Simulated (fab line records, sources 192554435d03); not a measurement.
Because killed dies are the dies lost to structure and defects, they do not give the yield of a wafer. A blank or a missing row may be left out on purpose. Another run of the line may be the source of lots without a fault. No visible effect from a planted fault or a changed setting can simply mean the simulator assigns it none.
Matching of chambers | flow n5 finfet | N5_BEOL_M0_SAQP_DESCUM_19 on rie diel-03 has 4 sister chambers
The step chemistry O2, time 7.9 s. 8 wafers are shown with their chamber, then 7 later ones without.

WAFERS PAIRED WITH THEIR CHAMBERS
wafer  | chamber | showerhead plenum p Torr (Torr) | oes product au (a.u.)
L079.1 | 3       | 2.23                            | 0.93
L079.5 | 3       | 2.23                            | 0.92
L079.6 | 0       | 2.11                            | 0.86
L086.1 | 1       | 2.06                            | 0.76
L086.3 | 2       | 2.11                            | 0.78
L086.6 | 1       | 2.06                            | 0.77
L088.1 | 2       | 2.10                            | 0.78
L088.4 | 0       | 2.10                            | 0.83

WAFERS MISSING THEIR CHAMBER
wafer  | showerhead plenum p Torr (Torr) | oes product au (a.u.)
L088.5 | 2.06                            | 0.76
L090.3 | 2.06                            | 0.76
L090.4 | 2.10                            | 0.83
L090.6 | 2.22                            | 0.89
L097.2 | 2.10                            | 0.77
L097.3 | 2.10                            | 0.81
L097.6 | 2.10                            | 0.77

WHICH CHAMBER EACH ONE RAN IN
wafer  | from the rows above     | in truth
L088.5 | 1                       | 1
L090.3 | 1                       | 1
L090.4 | 0                       | 0
L090.6 | 3                       | 3
L097.2 | 2                       | 2
L097.3 | can't be placed: 2 or 0 | 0
L097.6 | 2                       | 2
Correct placement for 6 of the 7. Unplaceable from these rows: 1, with the true chamber sitting among the candidates in 1. 0 placed wrongly.
How it was worked out, from the rows above alone: a wafer's distance from a chamber is the root of the sum, over the readings, of the square of ((its reading less the chamber's mean) divided by the reading's scatter). If the next closest chamber is less than 2 further off than the closest, the wafer can't be placed; otherwise it belongs to the closest. For every chamber, the mean is computed from those of its wafers that are shown. The scatter is the square root of a quotient: the sum, over the shown wafers, of each reading's squared deviation from its chamber's mean, divided by wafers minus chambers.
